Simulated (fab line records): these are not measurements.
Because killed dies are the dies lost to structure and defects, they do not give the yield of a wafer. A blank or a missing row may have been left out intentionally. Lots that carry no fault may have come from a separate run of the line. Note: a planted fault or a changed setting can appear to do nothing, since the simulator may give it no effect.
fab line records || flow nandHarc || part 2 of 2: steps 25 to 36 of 36
record {"lots": 5, "wafers": 15, "lastDay": 24}
route steps=1159 shown THIN_TSV@1105
lots with no fault: from the same line, run without faults
startH: hours from the record's opening day to when the first of the lot's shown wafers began || waitH: how many hours have passed since the lot's step before this one || " the same as in the row above || L1.1+2: several wafers, shown together as one row || - either no value or no given start || * or withheld: withheld || < > ~ a bound
route shown NAME@n: NAME is a module with steps in the file, n the number in the route of the first one || usual: the fault-free wafers' mean and standard deviation || same: alike in all rows || chamber/n: place in a boat || sites: readings site by site || _std_site: their standard deviation || _edge_site: the outer-site mean with the inner-site mean subtracted || radiusMm: how far each site lies from the wafer's centre || mask NAME#n: copy n || behind: tool/chamber where the wafer was last shaped || hold: reason for holding the lot/hours on hold/outcome of the hold || device: whichever transistor did not switch (one of n, p or np) || end of line: the same wafers' tests at the end of the route || a step with no rows: only its recipe || killed: dies that structure and defects cost at the first sort, which is not the same as the wafer's yield || map: the dies of a wafer, with x for killed, . for not killed, _ for no die there
set.NAME: the run value of the setting; set.NAME@STEP: its run value at that earlier step || model.NAME: the simulator's own value behind a step, which no gauge read
lots at some steps of the route; a table a step, a row a wafer
services: the hour from which a tool's chamber was out of use, counted from the record's first day as startH (under 0 if before that day), plus the number of hours and why
## steps
# step NHARC_THIN_TSV_PVD_19
# recipe {"targetThkA": 200, "chamberPressurePa": 5, "material": "TaN"}
# usual {"throttleValvePct": "30.1/1.4"}
{"lot.wafer": "L076.4", "tool": "pvdSputter-02", "chamber": "-", "startH": "-", "waitH": "-", "throttleValvePct": 30.0}
{"lot.wafer": "L076.2", "tool": "pvdSputter-02", "chamber": "-", "startH": "-", "waitH": "-", "throttleValvePct": 31.1}
{"lot.wafer": "L076.6", "tool": "pvdSputter-02", "chamber": "-", "startH": "-", "waitH": "-", "throttleValvePct": 29.9}
{"lot.wafer": "L081.1", "tool": "pvdSputter-02", "chamber": "-", "startH": "-", "waitH": "-", "throttleValvePct": 29.8}
{"lot.wafer": "L081.4", "tool": "pvdSputter-02", "chamber": "-", "startH": "-", "waitH": "-", "throttleValvePct": 31.1}
{"lot.wafer": "L081.6", "tool": "pvdSputter-02", "chamber": "-", "startH": "-", "waitH": "-", "throttleValvePct": 28.4}
{"lot.wafer": "L085.2", "tool": "pvdSputter-02", "chamber": "-", "startH": "-", "waitH": "-", "throttleValvePct": 28.6}
{"lot.wafer": "L085.3", "tool": "pvdSputter-02", "chamber": "-", "startH": "-", "waitH": "-", "throttleValvePct": 31.2}
{"lot.wafer": "L085.1", "tool": "pvdSputter-02", "chamber": "-", "startH": "-", "waitH": "-", "throttleValvePct": 31.4}
{"lot.wafer": "L086.1", "tool": "pvdSputter-02", "chamber": "-", "startH": "-", "waitH": "-", "throttleValvePct": 30.1}
{"lot.wafer": "L086.3", "tool": "pvdSputter-02", "chamber": "-", "startH": "-", "waitH": "-", "throttleValvePct": 31.1}
{"lot.wafer": "L086.5", "tool": "pvdSputter-02", "chamber": "-", "startH": "-", "waitH": "-", "throttleValvePct": 30.0}
{"lot.wafer": "L096.2", "tool": "pvdSputter-01", "chamber": "-", "startH": "-", "waitH": "-", "throttleValvePct": 29.3}
{"lot.wafer": "L096.1", "tool": "pvdSputter-01", "chamber": "-", "startH": "-", "waitH": "-", "throttleValvePct": 30.1}
{"lot.wafer": "L096.4", "tool": "pvdSputter-01", "chamber": "-", "startH": "-", "waitH": "-", "throttleValvePct": 28.4}
# step NHARC_THIN_TSV_PVD_51
# recipe {"targetThkA": 1000, "chamberPressurePa": 5, "material": "Cu"}
# usual {"throttleValvePct": "30.0/1.3"}
{"lot.wafer": "L076.4", "tool": "pvdSputter-02", "chamber": "-", "startH": "-", "waitH": "-", "throttleValvePct": 31.6}
{"lot.wafer": "L076.2", "tool": "pvdSputter-02", "chamber": "-", "startH": "-", "waitH": "-", "throttleValvePct": 31.0}
{"lot.wafer": "L076.6", "tool": "pvdSputter-02", "chamber": "-", "startH": "-", "waitH": "-", "throttleValvePct": 31.5}
{"lot.wafer": "L081.4", "tool": "pvdSputter-02", "chamber": "-", "startH": "-", "waitH": "-", "throttleValvePct": 28.3}
{"lot.wafer": "L081.1", "tool": "pvdSputter-02", "chamber": "-", "startH": "-", "waitH": "-", "throttleValvePct": 30.9}
{"lot.wafer": "L081.6", "tool": "pvdSputter-02", "chamber": "-", "startH": "-", "waitH": "-", "throttleValvePct": 29.9}
{"lot.wafer": "L085.3", "tool": "pvdSputter-02", "chamber": "-", "startH": "-", "waitH": "-", "throttleValvePct": 29.9}
{"lot.wafer": "L085.2", "tool": "pvdSputter-02", "chamber": "-", "startH": "-", "waitH": "-", "throttleValvePct": 28.5}
{"lot.wafer": "L085.1", "tool": "pvdSputter-02", "chamber": "-", "startH": "-", "waitH": "-", "throttleValvePct": 31.3}
{"lot.wafer": "L086.3", "tool": "pvdSputter-02", "chamber": "-", "startH": "-", "waitH": "-", "throttleValvePct": 30.1}
{"lot.wafer": "L086.1", "tool": "pvdSputter-02", "chamber": "-", "startH": "-", "waitH": "-", "throttleValvePct": 31.4}
{"lot.wafer": "L086.5", "tool": "pvdSputter-02", "chamber": "-", "startH": "-", "waitH": "-", "throttleValvePct": 28.2}
{"lot.wafer": "L096.2", "tool": "pvdSputter-01", "chamber": "-", "startH": "-", "waitH": "-", "throttleValvePct": 32.0}
{"lot.wafer": "L096.4", "tool": "pvdSputter-01", "chamber": "-", "startH": "-", "waitH": "-", "throttleValvePct": 28.8}
{"lot.wafer": "L096.1", "tool": "pvdSputter-01", "chamber": "-", "startH": "-", "waitH": "-", "throttleValvePct": 30.4}
# step NHARC_THIN_TSV_ECD_20
# recipe {"targetThkA": 20000, "material": "Cu"}
{"lot.wafer": "L076.2+4+6", "tool": "ecdCu-02", "chamber": "1,0,0", "startH": 435.26, "waitH": "-"}
{"lot.wafer": "L081.1+4+6", "tool": "ecdCu-01", "chamber": "1,0,0", "startH": 477.44, "waitH": "-"}
{"lot.wafer": "L085.2+1+3", "tool": "ecdCu-01", "chamber": "0,1,1", "startH": 494.55, "waitH": "-"}
{"lot.wafer": "L086.1+3+5", "tool": "ecdCu-01", "chamber": "0,1,1", "startH": 495.92, "waitH": "-"}
{"lot.wafer": "L096.1+2+4", "tool": "ecdCu-01", "chamber": "1,0,0", "startH": 557.84, "waitH": "-"}
# step NHARC_THIN_TSV_ANNEAL_52
# recipe {"tempC": 225, "timeS": 90}
# usual {"wafer_temp_C_max": "226.08/0.29"}
{"lot.wafer": "L076.2", "tool": "rtpAnneal-01", "chamber": 0, "startH": 436.03, "waitH": 0.7, "wafer_temp_C_max": 226.12}
{"lot.wafer": "L076.4", "tool": "rtpAnneal-01", "chamber": 0, "startH": 436.03, "waitH": 0.7, "wafer_temp_C_max": 226.83}
{"lot.wafer": "L076.6", "tool": "rtpAnneal-01", "chamber": 0, "startH": 436.03, "waitH": 0.7, "wafer_temp_C_max": 226.50}
{"lot.wafer": "L081.1", "tool": "rtpAnneal-02", "chamber": 0, "startH": 478.17, "waitH": 0.6, "wafer_temp_C_max": 226.09}
{"lot.wafer": "L081.4", "tool": "rtpAnneal-02", "chamber": 0, "startH": 478.17, "waitH": 0.6, "wafer_temp_C_max": 225.96}
{"lot.wafer": "L081.6", "tool": "rtpAnneal-02", "chamber": 0, "startH": 478.17, "waitH": 0.6, "wafer_temp_C_max": 226.42}
{"lot.wafer": "L085.1", "tool": "rtpAnneal-01", "chamber": 0, "startH": 495.28, "waitH": 0.5, "wafer_temp_C_max": 226.46}
{"lot.wafer": "L085.2", "tool": "rtpAnneal-01", "chamber": 0, "startH": 495.28, "waitH": 0.5, "wafer_temp_C_max": 226.36}
{"lot.wafer": "L085.3", "tool": "rtpAnneal-01", "chamber": 0, "startH": 495.28, "waitH": 0.5, "wafer_temp_C_max": 226.32}
{"lot.wafer": "L086.1", "tool": "rtpAnneal-01", "chamber": 0, "startH": 496.78, "waitH": 0.8, "wafer_temp_C_max": 226.22}
{"lot.wafer": "L086.3", "tool": "rtpAnneal-01", "chamber": 0, "startH": 496.78, "waitH": 0.8, "wafer_temp_C_max": 226.43}
{"lot.wafer": "L086.5", "tool": "rtpAnneal-01", "chamber": 0, "startH": 496.78, "waitH": 0.8, "wafer_temp_C_max": 226.46}
{"lot.wafer": "L096.1", "tool": "rtpAnneal-02", "chamber": 0, "startH": 558.57, "waitH": 0.6, "wafer_temp_C_max": 225.88}
{"lot.wafer": "L096.2", "tool": "rtpAnneal-02", "chamber": 0, "startH": 558.57, "waitH": 0.6, "wafer_temp_C_max": 225.70}
{"lot.wafer": "L096.4", "tool": "rtpAnneal-02", "chamber": 0, "startH": 558.57, "waitH": 0.6, "wafer_temp_C_max": 225.75}
# step NHARC_THIN_TSV_CMP_21
# recipe {"tOverpolishS": 30, "targetThkNm": 2000}
# usual {"motorCurrentA": "11.4/1", "overpolishRunS": "30.000/0.0098", "slurryFlowMlMin": "150.0/0.49"}
{"lot.wafer": "L076.4", "tool": "cmp-04", "chamber": 3, "startH": 436.35, "waitH": "-", "motorCurrentA": 11.3, "overpolishRunS": 30.001, "slurryFlowMlMin": 149.9}
{"lot.wafer": "L076.2", "tool": "cmp-04", "chamber": 0, "startH": 436.35, "waitH": "-", "motorCurrentA": 11.8, "overpolishRunS": 30.003, "slurryFlowMlMin": 150.5}
{"lot.wafer": "L076.6", "tool": "cmp-04", "chamber": 2, "startH": 436.35, "waitH": "-", "motorCurrentA": 10.3, "overpolishRunS": 29.998, "slurryFlowMlMin": 150.4}
{"lot.wafer": "L081.1", "tool": "cmp-04", "chamber": 0, "startH": 478.52, "waitH": "-", "motorCurrentA": 11.6, "overpolishRunS": 30.005, "slurryFlowMlMin": 149.6}
{"lot.wafer": "L081.4", "tool": "cmp-04", "chamber": 3, "startH": 478.52, "waitH": "-", "motorCurrentA": 11.9, "overpolishRunS": 30.003, "slurryFlowMlMin": 149.1}
{"lot.wafer": "L081.6", "tool": "cmp-04", "chamber": 1, "startH": 478.52, "waitH": "-", "motorCurrentA": 11.5, "overpolishRunS": 29.995, "slurryFlowMlMin": 149.7}
{"lot.wafer": "L085.1", "tool": "cmp-04", "chamber": 0, "startH": 495.63, "waitH": "-", "motorCurrentA": 11.8, "overpolishRunS": 30.000, "slurryFlowMlMin": 150.6}
{"lot.wafer": "L085.3", "tool": "cmp-04", "chamber": 1, "startH": 495.63, "waitH": "-", "motorCurrentA": 11.5, "overpolishRunS": 30.007, "slurryFlowMlMin": 150.0}
{"lot.wafer": "L085.2", "tool": "cmp-04", "chamber": 2, "startH": 495.63, "waitH": "-", "motorCurrentA": 10.8, "overpolishRunS": 30.000, "slurryFlowMlMin": 149.7}
{"lot.wafer": "L086.1", "tool": "cmp-01", "chamber": 3, "startH": 497.19, "waitH": "-", "motorCurrentA": 11.4, "overpolishRunS": 30.002, "slurryFlowMlMin": 150.7}
{"lot.wafer": "L086.3", "tool": "cmp-01", "chamber": 0, "startH": 497.19, "waitH": "-", "motorCurrentA": 12.2, "overpolishRunS": 29.997, "slurryFlowMlMin": 150.0}
{"lot.wafer": "L086.5", "tool": "cmp-01", "chamber": 2, "startH": 497.19, "waitH": "-", "motorCurrentA": 13.3, "overpolishRunS": 29.995, "slurryFlowMlMin": 149.7}
{"lot.wafer": "L096.2", "tool": "cmp-04", "chamber": 0, "startH": 558.94, "waitH": "-", "motorCurrentA": 11.8, "overpolishRunS": 29.996, "slurryFlowMlMin": 149.9}
{"lot.wafer": "L096.4", "tool": "cmp-04", "chamber": 1, "startH": 558.94, "waitH": "-", "motorCurrentA": 11.1, "overpolishRunS": 29.989, "slurryFlowMlMin": 148.8}
{"lot.wafer": "L096.1", "tool": "cmp-04", "chamber": 2, "startH": 558.94, "waitH": "-", "motorCurrentA": 10.9, "overpolishRunS": 29.993, "slurryFlowMlMin": 150.2}
# step NHARC_THIN_TSV_SRD_23
{"lot.wafer": "L076.2+6+4", "tool": "wetBench-08", "chamber": "0,2,5", "startH": 436.69, "waitH": 0.0}
{"lot.wafer": "L081.1+4+6", "tool": "wetBench-08", "chamber": "3,5,6", "startH": 478.88, "waitH": 0.0}
{"lot.wafer": "L085.2+1+3", "tool": "wetBench-08", "chamber": "2,6,7", "startH": 496.00, "waitH": 0.0}
{"lot.wafer": "L086.3+1+5", "tool": "wetBench-10", "chamber": "1,4,5", "startH": 497.49, "waitH": 0.0}
{"lot.wafer": "L096.2+4+1", "tool": "wetBench-08", "chamber": "5,6,7", "startH": 559.27, "waitH": 0.0}
# step NHARC_THIN_TSV_DEGAS_53
# recipe {"tempC": 300, "timeS": 60}
# usual {"heaterPowerW": "458/55"}
{"lot.wafer": "L076.4", "tool": "pvdSputter-03", "chamber": "-", "startH": 436.78, "waitH": 0.1, "heaterPowerW": 507}
{"lot.wafer": "L076.2", "tool": "pvdSputter-03", "chamber": "-", "startH": 436.78, "waitH": 0.1, "heaterPowerW": 495}
{"lot.wafer": "L076.6", "tool": "pvdSputter-03", "chamber": "-", "startH": 436.78, "waitH": 0.1, "heaterPowerW": 514}
{"lot.wafer": "L081.4", "tool": "pvdSputter-02", "chamber": "-", "startH": 478.97, "waitH": 0.1, "heaterPowerW": 502}
{"lot.wafer": "L081.1", "tool": "pvdSputter-02", "chamber": "-", "startH": 478.97, "waitH": 0.1, "heaterPowerW": 448}
{"lot.wafer": "L081.6", "tool": "pvdSputter-02", "chamber": "-", "startH": 478.97, "waitH": 0.1, "heaterPowerW": 455}
{"lot.wafer": "L085.3", "tool": "pvdSputter-01", "chamber": "-", "startH": 496.11, "waitH": 0.1, "heaterPowerW": 455}
{"lot.wafer": "L085.1", "tool": "pvdSputter-01", "chamber": "-", "startH": 496.11, "waitH": 0.1, "heaterPowerW": 462}
{"lot.wafer": "L085.2", "tool": "pvdSputter-01", "chamber": "-", "startH": 496.11, "waitH": 0.1, "heaterPowerW": 393}
{"lot.wafer": "L086.1", "tool": "pvdSputter-03", "chamber": "-", "startH": 497.58, "waitH": 0.1, "heaterPowerW": 517}
{"lot.wafer": "L086.3", "tool": "pvdSputter-03", "chamber": "-", "startH": 497.58, "waitH": 0.1, "heaterPowerW": 523}
{"lot.wafer": "L086.5", "tool": "pvdSputter-03", "chamber": "-", "startH": 497.58, "waitH": 0.1, "heaterPowerW": 506}
{"lot.wafer": "L096.4", "tool": "pvdSputter-02", "chamber": "-", "startH": 559.37, "waitH": 0.1, "heaterPowerW": 505}
{"lot.wafer": "L096.2", "tool": "pvdSputter-02", "chamber": "-", "startH": 559.37, "waitH": 0.1, "heaterPowerW": 471}
{"lot.wafer": "L096.1", "tool": "pvdSputter-02", "chamber": "-", "startH": 559.37, "waitH": 0.1, "heaterPowerW": 455}
# step NHARC_THIN_TSV_PRE_CLEAN_54
# recipe {"timeS": 30, "tempC": 280, "gas": "H2/He"}
# usual {"heaterPowerW": "406/46"}
{"lot.wafer": "L076.4", "tool": "pvdSputter-03", "chamber": "-", "startH": 436.87, "waitH": 0.1, "heaterPowerW": 447}
{"lot.wafer": "L076.2", "tool": "pvdSputter-03", "chamber": "-", "startH": 436.87, "waitH": 0.1, "heaterPowerW": 447}
{"lot.wafer": "L076.6", "tool": "pvdSputter-03", "chamber": "-", "startH": 436.87, "waitH": 0.1, "heaterPowerW": 441}
{"lot.wafer": "L081.1", "tool": "pvdSputter-02", "chamber": "-", "startH": 479.05, "waitH": 0.0, "heaterPowerW": 295}
{"lot.wafer": "L081.4", "tool": "pvdSputter-02", "chamber": "-", "startH": 479.05, "waitH": 0.0, "heaterPowerW": 438}
{"lot.wafer": "L081.6", "tool": "pvdSputter-02", "chamber": "-", "startH": 479.05, "waitH": 0.0, "heaterPowerW": 402}
{"lot.wafer": "L085.2", "tool": "pvdSputter-01", "chamber": "-", "startH": 496.17, "waitH": 0.0, "heaterPowerW": 405}
{"lot.wafer": "L085.3", "tool": "pvdSputter-01", "chamber": "-", "startH": 496.17, "waitH": 0.0, "heaterPowerW": 348}
{"lot.wafer": "L085.1", "tool": "pvdSputter-01", "chamber": "-", "startH": 496.17, "waitH": 0.0, "heaterPowerW": 409}
{"lot.wafer": "L086.3", "tool": "pvdSputter-03", "chamber": "-", "startH": 497.66, "waitH": 0.0, "heaterPowerW": 443}
{"lot.wafer": "L086.1", "tool": "pvdSputter-03", "chamber": "-", "startH": 497.66, "waitH": 0.0, "heaterPowerW": 352}
{"lot.wafer": "L086.5", "tool": "pvdSputter-03", "chamber": "-", "startH": 497.66, "waitH": 0.0, "heaterPowerW": 456}
{"lot.wafer": "L096.4", "tool": "pvdSputter-02", "chamber": "-", "startH": 559.45, "waitH": 0.1, "heaterPowerW": 447}
{"lot.wafer": "L096.1", "tool": "pvdSputter-02", "chamber": "-", "startH": 559.45, "waitH": 0.1, "heaterPowerW": 417}
{"lot.wafer": "L096.2", "tool": "pvdSputter-02", "chamber": "-", "startH": 559.45, "waitH": 0.1, "heaterPowerW": 308}
# step NHARC_THIN_TSV_PVD_55
# recipe {"targetThkA": 500, "material": "TiN"}
{"lot.wafer": "L076.4+2+6", "tool": "pvdSputter-03", "chamber": "-", "startH": 436.98, "waitH": 0.1}
{"lot.wafer": "L081.4+1+6", "tool": "pvdSputter-02", "chamber": "-", "startH": 479.12, "waitH": 0.0}
{"lot.wafer": "L085.2+3+1", "tool": "pvdSputter-01", "chamber": "-", "startH": 496.25, "waitH": 0.1}
{"lot.wafer": "L086.1+3+5", "tool": "pvdSputter-03", "chamber": "-", "startH": 497.74, "waitH": 0.0}
{"lot.wafer": "L096.2+1+4", "tool": "pvdSputter-02", "chamber": "-", "startH": 559.52, "waitH": 0.0}
# step NHARC_THIN_TSV_PVD_24
# recipe {"targetThkA": 8000, "powerW": "withheld", "chamberPressurePa": "withheld", "substrateTempC": "withheld", "timeS": "withheld", "gas": "Ar", "material": "Al"}
{"lot.wafer": "L076.2+4+6", "tool": "pvdSputter-03", "chamber": "-", "startH": 437.08, "waitH": 0.1}
{"lot.wafer": "L081.4+1+6", "tool": "pvdSputter-02", "chamber": "-", "startH": 479.33, "waitH": 0.2}
{"lot.wafer": "L085.2+1+3", "tool": "pvdSputter-01", "chamber": "-", "startH": 496.40, "waitH": 0.1}
{"lot.wafer": "L086.1+3+5", "tool": "pvdSputter-03", "chamber": "-", "startH": 497.89, "waitH": 0.1}
{"lot.wafer": "L096.1+4+2", "tool": "pvdSputter-02", "chamber": "-", "startH": 559.67, "waitH": 0.1}
# step NHARC_THIN_TSV_DEHYDRATE_25
# recipe {"tempC": 150, "timeS": 120}
# usual {"resistLineTempC": "22.98/0.11"}
{"lot.wafer": "L076.2", "tool": "lithoTrack-03", "chamber": 0, "startH": 437.50, "waitH": "-", "resistLineTempC": 22.82}
{"lot.wafer": "L076.4", "tool": "lithoTrack-03", "chamber": 0, "startH": 437.50, "waitH": "-", "resistLineTempC": 22.85}
{"lot.wafer": "L076.6", "tool": "lithoTrack-03", "chamber": 0, "startH": 437.50, "waitH": "-", "resistLineTempC": 22.84}
{"lot.wafer": "L081.1", "tool": "lithoTrack-02", "chamber": 0, "startH": 479.69, "waitH": "-", "resistLineTempC": 22.81}
{"lot.wafer": "L081.4", "tool": "lithoTrack-02", "chamber": 0, "startH": 479.69, "waitH": "-", "resistLineTempC": 22.80}
{"lot.wafer": "L081.6", "tool": "lithoTrack-02", "chamber": 0, "startH": 479.69, "waitH": "-", "resistLineTempC": 22.99}
{"lot.wafer": "L085.1", "tool": "lithoTrack-02", "chamber": 0, "startH": 496.81, "waitH": "-", "resistLineTempC": 22.81}
{"lot.wafer": "L085.2", "tool": "lithoTrack-02", "chamber": 0, "startH": 496.81, "waitH": "-", "resistLineTempC": 22.82}
{"lot.wafer": "L085.3", "tool": "lithoTrack-02", "chamber": 0, "startH": 496.81, "waitH": "-", "resistLineTempC": 23.01}
{"lot.wafer": "L086.1", "tool": "lithoTrack-02", "chamber": 0, "startH": 498.32, "waitH": "-", "resistLineTempC": 22.76}
{"lot.wafer": "L086.3", "tool": "lithoTrack-02", "chamber": 0, "startH": 498.32, "waitH": "-", "resistLineTempC": 22.93}
{"lot.wafer": "L086.5", "tool": "lithoTrack-02", "chamber": 0, "startH": 498.32, "waitH": "-", "resistLineTempC": 23.07}
{"lot.wafer": "L096.1", "tool": "lithoTrack-02", "chamber": 0, "startH": 560.08, "waitH": "-", "resistLineTempC": 23.07}
{"lot.wafer": "L096.2", "tool": "lithoTrack-02", "chamber": 0, "startH": 560.08, "waitH": "-", "resistLineTempC": 22.83}
{"lot.wafer": "L096.4", "tool": "lithoTrack-02", "chamber": 0, "startH": 560.08, "waitH": "-", "resistLineTempC": 23.03}
# step NHARC_THIN_TSV_HMDS_26
# recipe {"timeS": 30}
# usual {"resistLineTempC": "23.01/0.11"}
{"lot.wafer": "L076.2", "tool": "lithoTrack-03", "chamber": 0, "startH": "-", "waitH": "-", "resistLineTempC": 23.16}
{"lot.wafer": "L076.4", "tool": "lithoTrack-03", "chamber": 0, "startH": "-", "waitH": "-", "resistLineTempC": 23.12}
{"lot.wafer": "L076.6", "tool": "lithoTrack-03", "chamber": 0, "startH": "-", "waitH": "-", "resistLineTempC": 23.18}
{"lot.wafer": "L081.1", "tool": "lithoTrack-02", "chamber": 0, "startH": "-", "waitH": "-", "resistLineTempC": 22.97}
{"lot.wafer": "L081.4", "tool": "lithoTrack-02", "chamber": 0, "startH": "-", "waitH": "-", "resistLineTempC": 22.89}
{"lot.wafer": "L081.6", "tool": "lithoTrack-02", "chamber": 0, "startH": "-", "waitH": "-", "resistLineTempC": 22.92}
{"lot.wafer": "L085.1", "tool": "lithoTrack-02", "chamber": 0, "startH": "-", "waitH": "-", "resistLineTempC": 23.00}
{"lot.wafer": "L085.2", "tool": "lithoTrack-02", "chamber": 0, "startH": "-", "waitH": "-", "resistLineTempC": 23.06}
{"lot.wafer": "L085.3", "tool": "lithoTrack-02", "chamber": 0, "startH": "-", "waitH": "-", "resistLineTempC": 23.14}
{"lot.wafer": "L086.1", "tool": "lithoTrack-02", "chamber": 0, "startH": "-", "waitH": "-", "resistLineTempC": 23.11}
{"lot.wafer": "L086.3", "tool": "lithoTrack-02", "chamber": 0, "startH": "-", "waitH": "-", "resistLineTempC": 23.21}
{"lot.wafer": "L086.5", "tool": "lithoTrack-02", "chamber": 0, "startH": "-", "waitH": "-", "resistLineTempC": 23.19}
{"lot.wafer": "L096.1", "tool": "lithoTrack-02", "chamber": 0, "startH": "-", "waitH": "-", "resistLineTempC": 23.09}
{"lot.wafer": "L096.2", "tool": "lithoTrack-02", "chamber": 0, "startH": "-", "waitH": "-", "resistLineTempC": 23.03}
{"lot.wafer": "L096.4", "tool": "lithoTrack-02", "chamber": 0, "startH": "-", "waitH": "-", "resistLineTempC": 23.05}
## services
{"tool": "pvdSputter-02", "chamber": "-", "startH": 411.04, "hours": 2.2, "kind": "repair"}
{"tool": "plasmaAsher-01", "chamber": "-", "startH": 411.99, "hours": 0.4, "kind": "repair"}
{"tool": "lithoTrack-05", "chamber": "-", "startH": 412.00, "hours": 7.0, "kind": "pm"}
{"tool": "pecvd-01", "chamber": "-", "startH": 418.00, "hours": 13.0, "kind": "pm"}
{"tool": "wetBench-10", "chamber": "-", "startH": 423.20, "hours": 8.0, "kind": "pm"}
{"tool": "rieDiel-07", "chamber": 0, "startH": 431.19, "hours": 4.0, "kind": "repair"}
{"tool": "cmp-04", "chamber": "-", "startH": 434.67, "hours": 1.1, "kind": "repair"}
{"tool": "pecvd-03", "chamber": 0, "startH": 440.29, "hours": 4.2, "kind": "repair"}
{"tool": "rieSi-06", "chamber": 1, "startH": 441.97, "hours": 4.4, "kind": "repair"}
{"tool": "ecdCu-01", "chamber": "-", "startH": 448.24, "hours": 8.0, "kind": "pm"}
{"tool": "plasmaAsher-01", "chamber": "-", "startH": 453.00, "hours": 9.0, "kind": "pm"}
{"tool": "pvdSputter-01", "chamber": "-", "startH": 458.60, "hours": 0.9, "kind": "repair"}
{"tool": "pvdSputter-03", "chamber": "-", "startH": 459.21, "hours": 10.0, "kind": "pm"}
{"tool": "pvdSputter-03", "chamber": "-", "startH": 481.22, "hours": 5.5, "kind": "repair"}
{"tool": "pvdSputter-01", "chamber": "-", "startH": 483.70, "hours": 3.6, "kind": "repair"}
{"tool": "rieDiel-01", "chamber": "-", "startH": 491.91, "hours": 9.0, "kind": "pm"}
{"tool": "rieDiel-12", "chamber": 1, "startH": 496.25, "hours": 15.7, "kind": "repair"}
{"tool": "cmp-04", "chamber": "-", "startH": 497.04, "hours": 4.0, "kind": "pm"}
{"tool": "pecvd-01", "chamber": 0, "startH": 512.35, "hours": 2.2, "kind": "repair"}
{"tool": "pvdSputter-01", "chamber": "-", "startH": 514.03, "hours": 10.0, "kind": "pm"}
{"tool": "lithoTrack-02", "chamber": "-", "startH": 515.00, "hours": 7.0, "kind": "pm"}
{"tool": "cmp-04", "chamber": "-", "startH": 540.52, "hours": 0.8, "kind": "repair"}
{"tool": "plasmaAsher-02", "chamber": "-", "startH": 543.96, "hours": 9.0, "kind": "pm"}
{"tool": "rieDiel-12", "chamber": "-", "startH": 556.52, "hours": 9.0, "kind": "pm"}
